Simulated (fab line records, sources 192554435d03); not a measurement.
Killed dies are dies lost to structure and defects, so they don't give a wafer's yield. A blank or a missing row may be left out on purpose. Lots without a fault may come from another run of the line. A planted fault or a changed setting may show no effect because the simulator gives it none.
fab line records | flow n5_finfet
record lots=7 wafers=21
route steps=1938 shown SDB@353 HKMG_FIN@424 GATE_CUT@480 MOL_CONTACT_COAG@586
start_h: hours from the record's first day to the start of the lot's first wafer shown | wait_h: hours since the lot's step before | " the same as in the row above | L1.1+2: a row that stands for several wafers | - no value, or no start given | * or withheld: withheld | < > ~ a bound
route shown NAME@n: a module of which the file shows steps, and the number in the route of the first | usual: mean/standard deviation of fault-free wafers | same: alike in all rows | chamber/n: place in a boat | sites: the reading at each site | _std_site: their standard deviation | _edge_site: outer sites' mean less inner sites' | radius_mm: how far each site lies from the wafer's centre | mask NAME#n: copy n | behind: the tool/chamber that last shaped the wafer | hold: why the lot was held/for how many hours/how that ended | device: the transistor (n, p or np) that didn't switch | end of line: the same wafers' tests at the end of the route | a step without rows: its recipe alone | killed: dies lost to structure and defects at the first sort, not the wafer's yield | map: a wafer's dies, x killed, . not, _ none there
set.NAME: the setting as run; set.NAME@STEP: as run at that earlier step | model.NAME: the simulator's own value behind a step, which no gauge read
lots whose settings were changed on purpose; a table a step, a row a wafer
## steps
# step N5_SDB_EXPOSE_08
# recipe mask_id=SDB na=1.35 source_shape=conventional sigma_outer=0.5 polarization=unpolarized dose_mj=49.6
# columns lot.wafer tool chamber start_h wait_h mask set.dose_mj
L079.1 arfi_scanner-03 0 103.18 - SDB#0 49.6
L079.2+6 " 0 " " SDB#0 50.9
L081.3+6 arfi_scanner-01 0 112.39 - SDB#0 52.48
L081.5 " 0 " " SDB#0 49.6
L082.1+2 arfi_scanner-01 0 116.68 - SDB#0 49.6
L082.3 " 0 " " SDB#0 46.16
L086.3+5+6 arfi_scanner-03 0 141.70 - SDB#0 49.6
L088.1+2 arfi_scanner-03 0 152.77 - SDB#0 49.6
L088.4 " 0 " " SDB#0 48.04
L093.3+4+5 arfi_scanner-01 0 181.01 - SDB#0 49.6
L095.1 arfi_scanner-02 0 191.80 - SDB#0 51.1
L095.2+4 " 0 " " SDB#0 49.6
# step N5_SDB_PEB_09
# recipe peb_temp_c=withheld peb_time_s=60 resist=CAR-ArF
# step N5_SDB_DEVELOP_10
# recipe develop_time_s=30 developer=TMAH resist=CAR-ArF rinse_liquid=diw dry=air_spin dev_temp_c=23
# step N5_SDB_CD_MEAS_11
# recipe target_cd_nm=50 landing_energy_ev=500 detector=se_inlens polarity=opening
# usual cd_nm=50.2/0.85
# columns lot.wafer tool chamber start_h wait_h set.dose_mj@SDB_EXPOSE_08 cd_nm
L079.1 cd_sem-03 0 103.31 - 49.6 48.7
L079.2 " 0 " " 50.9 52.5
L079.6 " 0 " " 50.9 53.3
L081.3 cd_sem-03 0 112.51 - 52.48 56.7
L081.5 " 0 " " 49.6 50.6
L081.6 " 0 " " 52.48 56.7
L082.1 cd_sem-03 0 116.80 - 49.6 50.9
L082.2 " 0 " " 49.6 50.4
L082.3 " 0 " " 46.16 43.1
L086.3 cd_sem-03 0 141.81 - 49.6 50.8
L086.5 " 0 " " 49.6 49.1
L086.6 " 0 " " 49.6 50.0
L088.1 cd_sem-01 0 152.89 - 49.6 50.3
L088.2 " 0 " " 49.6 49.9
L088.4 " 0 " " 48.04 47.2
L093.3 cd_sem-03 0 181.13 - 49.6 51.6
L093.4 " 0 " " 49.6 51.0
L093.5 " 0 " " 49.6 50.9
L095.1 cd_sem-02 0 191.92 - 51.1 53.7
L095.2 " 0 " " 49.6 50.4
L095.4 " 0 " " 49.6 49.6
# step N5_HKMG_FIN_COAT_06
# recipe resist=CAR-ArF spin_rpm=1500 resist_thk_nm=90
# columns lot.wafer tool chamber start_h wait_h set.spin_rpm model.CAR-ArF_of_HKMG_FIN_COAT_06.thk_nm
L079.1+6 litho_track-02 0 - - 1500 89.6
L079.2 " 0 " " 1500 89.8
L081.3+6 litho_track-01 0 - - 1444 92.2
L081.5 " 0 " " 1500 90.8
L082.1+2 litho_track-01 0 - - 1648 86.4
L082.3 " 0 " " 1500 90.4
L086.3 litho_track-01 0 - - 1500 90
L086.5 " 0 " " 1500 90.4
L086.6 " 0 " " 1500 89.8
L088.1 litho_track-01 0 - - 1644 86
L088.2 " 0 " " 1644 86.2
L088.4 " 0 " " 1500 90
L093.3 litho_track-01 0 - - 1500 90.4
L093.4 " 0 " " 1500 90.6
L093.5 " 0 " " 1577 88.2
L095.1 litho_track-01 0 - - 1500 90
L095.2 " 0 " " 1669 85.6
L095.4 " 0 " " 1669 85.4
# step N5_HKMG_FIN_PEB_10
# recipe peb_temp_c=withheld peb_time_s=60 resist=CAR-ArF
# columns lot.wafer tool chamber start_h wait_h set.peb_time_s
L079.1+6 litho_track-04 0 113.59 0.1 60
L079.2 " 0 " " 68.34
L081.3+5 litho_track-01 0 121.36 0.0 49.42
L081.6 " 0 " " 60
L082.1 litho_track-01 0 125.99 0.1 67.04
L082.2+3 " 0 " " 60
L086.3+5+6 litho_track-01 0 151.45 0.0 60
L088.1+4 litho_track-02 0 162.02 0.1 73.06
L088.2 " 0 " " 60
L093.3+4 litho_track-02 0 189.85 0.0 60
L093.5 " 0 " " 66.66
L095.1 litho_track-04 0 200.49 0.1 60
L095.2+4 " 0 " " 50.97
# step N5_HKMG_FIN_DEVELOP_11
# recipe develop_time_s=30 developer=TMAH resist=CAR-ArF dev_temp_c=23 rinse_liquid=diw dry=air_spin
# step N5_HKMG_FIN_CD_MEAS_12
# recipe target_cd_nm=92.8 landing_energy_ev=500 detector=se_inlens
# usual cd_nm=92.9/0.48
# columns lot.wafer tool chamber start_h wait_h set.peb_time_s@HKMG_FIN_PEB_10 cd_nm
L079.1 cd_sem-02 0 113.66 - 60 92.4
L079.2 " 0 " " 68.34 96.9
L079.6 " 0 " " 60 92.2
L081.3 cd_sem-02 0 121.43 - 49.42 86.2
L081.5 " 0 " " 49.42 87.3
L081.6 " 0 " " 60 92.9
L082.1 cd_sem-02 0 126.06 - 67.04 96.3
L082.2 " 0 " " 60 92.9
L082.3 " 0 " " 60 93.0
L086.3 cd_sem-02 0 151.52 - 60 92.1
L086.5 " 0 " " 60 92.7
L086.6 " 0 " " 60 92.7
L088.1 cd_sem-03 0 162.08 - 73.06 99.2
L088.2 " 0 " " 60 92.9
L088.4 " 0 " " 73.06 99.8
L093.3 cd_sem-03 0 189.91 - 60 92.9
L093.4 " 0 " " 60 92.9
L093.5 " 0 " " 66.66 97.0
L095.1 cd_sem-02 0 200.56 - 60 92.5
L095.2 " 0 " " 50.97 87.4
L095.4 " 0 " " 50.97 87.0
# step N5_HKMG_FIN_DESCUM_17
# recipe chemistry=O2 time_s=7.9 source_power_w=50 bias_power_w=20 pressure_mtorr=20 rf_frequency_hz=2.712e+07 temp_c=40 resist=CAR-ArF o2_flow_sccm=225
# columns lot.wafer tool chamber start_h wait_h set.spin_rpm@HKMG_FIN_COAT_06 model.CAR-ArF_of_HKMG_FIN_COAT_06.thk_nm
L079.1+6 rie_diel-01 2,3 113.75 0.0 1500 83
L079.2 " 0 " " 1500 83.2
L081.3+6 rie_diel-04 2 121.51 0.0 1444 85.6
L081.5 " 1 " " 1500 84.2
L082.1 rie_diel-06 0 126.15 0.0 1648 79.8
L082.2 " 3 " " 1648 80
L082.3 " 2 " " 1500 83.8
L086.3 rie_diel-04 1 151.60 0.0 1500 83.6
L086.5 " 1 " " 1500 83.8
L086.6 " 3 " " 1500 83.4
L088.1 rie_diel-01 2 162.17 0.0 1644 79.4
L088.2 " 1 " " 1644 79.6
L088.4 " 2 " " 1500 83.4
L093.3 rie_diel-06 3 190.43 0.5 1500 83.8
L093.4 " 1 " " 1500 84
L093.5 " 3 " " 1577 81.8
L095.1 rie_diel-06 2 200.65 0.0 1500 83.4
L095.2 " 0 " " 1669 79
L095.4 " 1 " " 1669 78.8
# step N5_GATE_CUT_COAT_27
# recipe resist=underlayer temp_c=205 time_s=60 spin_rpm=1500 resist_thk_nm=10
# columns lot.wafer tool chamber start_h wait_h set.spin_rpm model.underlayer_of_GATE_CUT_COAT_27.thk_nm
L079.1+2 litho_track-05 0 - - 1456 10.2
L079.6 " 0 " " 1500 10
L081.3 litho_track-03 0 - - 1332 10.6
L081.5+6 " 0 " " 1500 10
L082.1+2+3 litho_track-05 0 - - 1500 10
L086.3+5+6 litho_track-01 0 - - 1500 10
L088.1+2+4 litho_track-05 0 - - 1500 10
L093.3+4 litho_track-01 0 - - 1500 10
L093.5 " 0 " " 1616 9.6
L095.1+4 litho_track-01 0 - - 1584 9.8
L095.2 " 0 " " 1500 10
# step N5_GATE_CUT_EXPOSE_10
# recipe mask_id=GATE_CUT na=0.33 source_shape=annular sigma_inner=0.35 sigma_outer=0.8 polarization=unpolarized target_cd_nm=20 dose_mj=43.25
# columns lot.wafer tool chamber start_h wait_h mask set.dose_mj
L079.1+2+6 euv_scanner-02 0 121.92 - GATE_CUT#0 43.25
L081.3 euv_scanner-01 0 129.73 - GATE_CUT#0 40.91
L081.5+6 " 0 " " GATE_CUT#0 43.25
L082.1+3 euv_scanner-02 0 134.28 - GATE_CUT#0 41.56
L082.2 " 0 " " GATE_CUT#0 43.25
L086.3+5+6 euv_scanner-02 0 159.95 - GATE_CUT#0 43.25
L088.1+2+4 euv_scanner-01 0 170.49 - GATE_CUT#0 43.25
L093.3+4+5 euv_scanner-01 0 198.40 - GATE_CUT#0 43.25
L095.1+4 euv_scanner-02 0 208.87 - GATE_CUT#0 43.25
L095.2 " 0 " " GATE_CUT#0 44.18
# step N5_GATE_CUT_PEB_11
# recipe peb_temp_c=100 peb_time_s=60 resist=CAR-EUV
# step N5_GATE_CUT_DEVELOP_12
# recipe develop_time_s=30 developer=TMAH resist=CAR-EUV rinse_liquid=surfactant_rinse dry=air_spin dev_temp_c=23
# step N5_GATE_CUT_CD_MEAS_13
# recipe target_cd_nm=20 landing_energy_ev=500 detector=se_inlens
# usual cd_nm=19.89/0.23
# columns lot.wafer tool chamber start_h wait_h set.dose_mj@GATE_CUT_EXPOSE_10 cd_nm
L079.1 cd_sem-02 0 122.06 - 43.25 19.63
L079.2 " 0 " " 43.25 19.44
L079.6 " 0 " " 43.25 19.66
L081.3 cd_sem-03 0 129.85 - 40.91 18.46
L081.5 " 0 " " 43.25 19.36
L081.6 " 0 " " 43.25 19.98
L082.1 cd_sem-02 0 134.41 - 41.56 18.63
L082.2 " 0 " " 43.25 20.17
L082.3 " 0 " " 41.56 18.89
L086.3 cd_sem-01 0 160.07 - 43.25 19.71
L086.5 " 0 " " 43.25 19.41
L086.6 " 0 " " 43.25 19.72
L088.1 cd_sem-02 0 170.62 - 43.25 20.00
L088.2 " 0 " " 43.25 19.90
L088.4 " 0 " " 43.25 20.28
L093.3 cd_sem-01 0 198.52 - 43.25 20.06
L093.4 " 0 " " 43.25 20.01
L093.5 " 0 " " 43.25 19.82
L095.1 cd_sem-01 0 209.00 - 43.25 20.10
L095.2 " 0 " " 44.18 20.50
L095.4 " 0 " " 43.25 19.80
# step N5_GATE_CUT_DESCUM_18
# recipe chemistry=O2 time_s=7 source_power_w=50 bias_power_w=20 pressure_mtorr=20 rf_frequency_hz=2.712e+07 temp_c=40 resist=CAR-EUV o2_flow_sccm=225
# columns lot.wafer tool chamber start_h wait_h set.dose_mj@GATE_CUT_EXPOSE_10 model.GATE_CUT.cd_nm
L079.1+6 rie_diel-02 2,0 122.38 0.2 43.25 19.8
L079.2 " 0 " " 43.25 19.6
L081.3 rie_diel-05 0 129.97 0.0 40.91 18.6
L081.5+6 " 0,3 " " 43.25 19.8
L082.1+3 rie_diel-03 1,0 134.53 0.0 41.56 18.8
L082.2 " 2 " " 43.25 19.8
L086.3+5 rie_diel-02 2 160.38 0.2 43.25 19.8
L086.6 " 1 " " 43.25 20
L088.1+2 rie_diel-02 0,2 170.75 0.0 43.25 19.8
L088.4 " 3 " " 43.25 20
L093.3 rie_diel-03 2 198.64 0.0 43.25 20
L093.4+5 " 0,2 " " 43.25 19.8
L095.1 rie_diel-02 1 209.24 0.1 43.25 20
L095.2 " 2 " " 44.18 20.4
L095.4 " 0 " " 43.25 19.8
# step N5_GATE_CUT_ETCH_28
# recipe chemistry=N2/H2 target=underlayer target_depth_a=130 mask_material=CAR-EUV time_s=10.4 ion_energy_ev=200 pressure_mtorr=30 source_w=840 bias_w=150 n2_flow_sccm=200 h2_flow_sccm=200 ends=cleared
# usual etch_rf_on_time_s=10.35/0.11
# columns lot.wafer tool chamber start_h wait_h set.spin_rpm@GATE_CUT_COAT_27 etch_rf_on_time_s model.etch.depth_nm
L079.1 rie_diel-02 2 122.41 0.0 1456 10.32 10.17
L079.2 " 0 " " 1456 10.50 10.15
L079.6 " 0 " " 1500 10.26 9.985
L081.3 rie_diel-05 0 130.01 0.0 1332 11.07 10.61
L081.5 " 0 " " 1500 10.34 10.02
L081.6 " 3 " " 1500 10.24 10.03
L082.1 rie_diel-03 1 134.57 0.0 1500 10.23 10.01
L082.2 " 2 " " 1500 10.50 9.997
L082.3 " 0 " " 1500 10.31 9.995
L086.3 rie_diel-02 2 160.42 0.0 1500 10.32 10.05
L086.5 " 2 " " 1500 10.35 10.03
L086.6 " 1 " " 1500 10.43 10.03
L088.1 rie_diel-02 0 170.78 0.0 1500 10.15 9.96
L088.2 " 2 " " 1500 10.20 9.982
L088.4 " 3 " " 1500 10.27 9.939
L093.3 rie_diel-03 2 198.67 0.0 1500 10.28 10.06
L093.4 " 0 " " 1500 10.39 10.05
L093.5 " 2 " " 1616 9.79 9.699
L095.1 rie_diel-02 1 209.27 0.0 1584 10.08 9.741
L095.2 " 2 " " 1500 10.28 10.06
L095.4 " 0 " " 1584 10.09 9.787
# step N5_GATE_CUT_ETCH_36
# recipe chemistry=CF4 target=SiARC target_depth_a=130 mask_material=CAR-EUV time_s=21.7 ion_energy_ev=80 pressure_mtorr=40 source_w=545 bias_w=36 Ar_flow_sccm=100 cf4_flow_sccm=100 ends=cleared
# step N5_GATE_CUT_ETCH_37
# recipe chemistry=N2/H2 target=SOC target_depth_a=600 overetch_a=120 mask_material=SiARC temp_c=40 time_s=90 ion_energy_ev=200 pressure_mtorr=30 source_w=840 bias_w=150 n2_flow_sccm=200 h2_flow_sccm=200
# columns lot.wafer tool chamber start_h wait_h set.dose_mj@GATE_CUT_EXPOSE_10 model.GATE_CUT.cd_nm
L079.1+6 rie_diel-02 2,0 122.46 0.0 43.25 19.8
L079.2 " 0 " " 43.25 19.6
L081.3 rie_diel-05 0 130.05 0.0 40.91 18.6
L081.5 " 0 " " 43.25 19.6
L081.6 " 3 " " 43.25 20
L082.1+3 rie_diel-03 1,0 134.61 0.0 41.56 19
L082.2 " 2 " " 43.25 19.8
L086.3 rie_diel-02 2 160.46 0.0 43.25 19.8
L086.5+6 " 2,1 " " 43.25 20
L088.1+2+4 rie_diel-02 0,2,3 170.83 0.0 43.25 20
L093.3 rie_diel-03 2 198.72 0.0 43.25 20.2
L093.4+5 " 0,2 " " 43.25 20
L095.1 rie_diel-02 1 209.32 0.0 43.25 20
L095.2 " 2 " " 44.18 20.4
L095.4 " 0 " " 43.25 19.6
# step N5_GATE_CUT_STRIP_38
# recipe chemistry=N2/H2 temp_c=40 n2_flow_sccm=200 h2_flow_sccm=200 rf_frequency_hz=6e+07
# step N5_GATE_CUT_STRIP_39
# recipe chemistry=N2/H2 temp_c=40 n2_flow_sccm=200 h2_flow_sccm=200 rf_frequency_hz=6e+07
# step N5_GATE_CUT_HM_OPEN_40
# recipe chemistry=C4F6/O2 target=SiO2 mask_material=SiARC target_depth_a=1390 time_s=85.1 ion_energy_ev=250 pressure_mtorr=30 source_w=345 bias_w=185 Ar_flow_sccm=300 C4F6_flow_sccm=10 O2_flow_sccm=10 ends=cleared
# columns lot.wafer tool chamber start_h wait_h set.dose_mj@GATE_CUT_EXPOSE_10 model.GATE_CUT.cd_nm
L079.1+2+6 rie_diel-02 2,0,0 122.54 0.0 43.25 19.8
L081.3 rie_diel-05 0 130.14 0.0 40.91 18.4
L081.5 " 0 " " 43.25 19.6
L081.6 " 3 " " 43.25 20
L082.1+3 rie_diel-03 1,0 134.70 0.0 41.56 19
L082.2 " 2 " " 43.25 20
L086.3 rie_diel-02 2 160.55 0.0 43.25 19.8
L086.5 " 2 " " 43.25 20
L086.6 " 1 " " 43.25 20.2
L088.1 rie_diel-02 0 170.91 0.0 43.25 20
L088.2+4 " 2,3 " " 43.25 20.2
L093.3+5 rie_diel-03 2 198.80 0.0 43.25 20.2
L093.4 " 0 " " 43.25 20
L095.1 rie_diel-02 1 209.40 0.0 43.25 20
L095.2 " 2 " " 44.18 20.6
L095.4 " 0 " " 43.25 19.8
# step N5_GATE_CUT_STRIP_41
# recipe chemistry=CF4 resist=SiARC power_w=300 bias_power_w=75 pressure_mtorr=50 cf4_flow_sccm=150 rf_frequency_hz=6e+07
# step N5_GATE_CUT_STRIP_42
# recipe chemistry=O2 power_w=400 temp_c=40 pressure_mtorr=30 rf_frequency_hz=6e+07 bias_power_w=0 overash_fraction=0.3 o2_flow_sccm=225
# step N5_GATE_CUT_ETCH_19
# recipe chemistry=CH3F/O2 target=SiNx mask_material=SiO2 target_depth_a=537 time_s=76.7 pressure_mtorr=30 source_w=395 bias_w=73 Ar_flow_sccm=150 CH3F_flow_sccm=30 O2_flow_sccm=20 ion_energy_ev=120 ends=cleared
# columns lot.wafer tool chamber start_h wait_h set.dose_mj@GATE_CUT_EXPOSE_10 model.GATE_CUT.cd_nm
L079.1+2+6 rie_diel-02 2,0,0 122.66 0.0 43.25 19.8
L081.3 rie_diel-05 0 130.26 0.0 40.91 18.6
L081.5 " 0 " " 43.25 19.6
L081.6 " 3 " " 43.25 20
L082.1+3 rie_diel-03 1,0 134.82 0.0 41.56 19
L082.2 " 2 " " 43.25 20
L086.3+5+6 rie_diel-02 2,2,1 160.67 0.0 43.25 20
L088.1 rie_diel-02 0 171.03 0.0 43.25 20
L088.2+4 " 2,3 " " 43.25 20.2
L093.3+4+5 rie_diel-03 2,0,2 198.92 0.0 43.25 20.2
L095.1 rie_diel-02 1 209.52 0.0 43.25 20
L095.2 " 2 " " 44.18 20.6
L095.4 " 0 " " 43.25 19.8
# step N5_MOL_CONTACT_COAG_VIA_ETCH_46
# recipe chemistry=C4F6/O2 target_depth_a=460 overetch_a=92 mask_material=SOC target=SiO2 bias_w=455 pressure_mtorr=10 time_s=40 source_w=325 Ar_flow_sccm=300 C4F6_flow_sccm=10 O2_flow_sccm=10 ion_energy_ev=575.3 ends=end_point
# usual rf_vpp_V=1578/10
# columns lot.wafer tool chamber start_h wait_h set.bias_w rf_vpp_V
L079.1 rie_diel-01 3 137.34 0.0 455 1567
L079.2 " 2 " " 455 1587
L079.6 " 1 " " 381.9 1369
L081.3 rie_diel-06 1 143.01 0.0 455 1559
L081.5 " 2 " " 480.7 1636
L081.6 " 3 " " 455 1579
L082.1 rie_diel-06 3 151.07 0.0 455 1579
L082.2 " 1 " " 431.7 1499
L082.3 " 0 " " 455 1591
L086.3 rie_diel-04 2 175.74 0.0 455 1592
L086.5 " 0 " " 455 1575
L086.6 " 1 " " 455 1580
L088.1 rie_diel-04 1 185.16 0.0 517.6 1738
L088.2 " 0 " " 455 1574
L088.4 " 3 " " 517.6 1743
L093.3 rie_diel-04 1 212.14 0.0 510.8 1723
L093.4 " 1 " " 455 1579
L093.5 " 2 " " 510.8 1732
L095.1 rie_diel-06 3 223.74 0.0 455 1578
L095.2 " 2 " " 455 1568
L095.4 " 0 " " 455 1590
## key
split step=N5_SDB_EXPOSE_08 setting=dose_mj stated=49.6 by=wafer
response step=N5_SDB_CD_MEAS_11 reading=cd_nm change=+1.11 per=1% r=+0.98
split step=N5_HKMG_FIN_COAT_06 setting=spin_rpm stated=1500 by=wafer
response step=N5_HKMG_FIN_COAT_06 reading=model.CAR-ArF_of_HKMG_FIN_COAT_06.thk_nm change=-0.405 per=1% r=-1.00
response step=N5_HKMG_FIN_DESCUM_17 reading=model.CAR-ArF_of_HKMG_FIN_COAT_06.thk_nm change=-0.4 per=1% r=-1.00
split step=N5_HKMG_FIN_PEB_10 setting=peb_time_s stated=60 by=wafer
response step=N5_HKMG_FIN_CD_MEAS_12 reading=cd_nm change=+0.328 per=1% r=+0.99
split step=N5_GATE_CUT_COAT_27 setting=spin_rpm stated=1500 by=wafer
response step=N5_GATE_CUT_COAT_27 reading=model.underlayer_of_GATE_CUT_COAT_27.thk_nm change=-0.0512 per=1% r=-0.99
response step=N5_GATE_CUT_ETCH_28 reading=etch_rf_on_time_s change=* per=1% r=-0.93
response step=N5_GATE_CUT_ETCH_28 reading=model.etch.depth_nm change=-0.0509 per=1% r=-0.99
split step=N5_GATE_CUT_EXPOSE_10 setting=dose_mj stated=43.25 by=wafer
response step=N5_GATE_CUT_CD_MEAS_13 reading=cd_nm change=+0.27 per=1% r=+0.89
response step=N5_GATE_CUT_DESCUM_18 reading=model.GATE_CUT.cd_nm change=+0.233 per=1% r=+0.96
response step=N5_GATE_CUT_ETCH_37 reading=model.GATE_CUT.cd_nm change=+0.222 per=1% r=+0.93
response step=N5_GATE_CUT_HM_OPEN_40 reading=model.GATE_CUT.cd_nm change=+0.264 per=1% r=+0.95
response step=N5_GATE_CUT_ETCH_19 reading=model.GATE_CUT.cd_nm change=+0.242 per=1% r=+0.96
split step=N5_MOL_CONTACT_COAG_VIA_ETCH_46 setting=bias_w stated=455 by=wafer
response step=N5_MOL_CONTACT_COAG_VIA_ETCH_46 reading=rf_vpp_V change=+12.6 per=1% r=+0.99
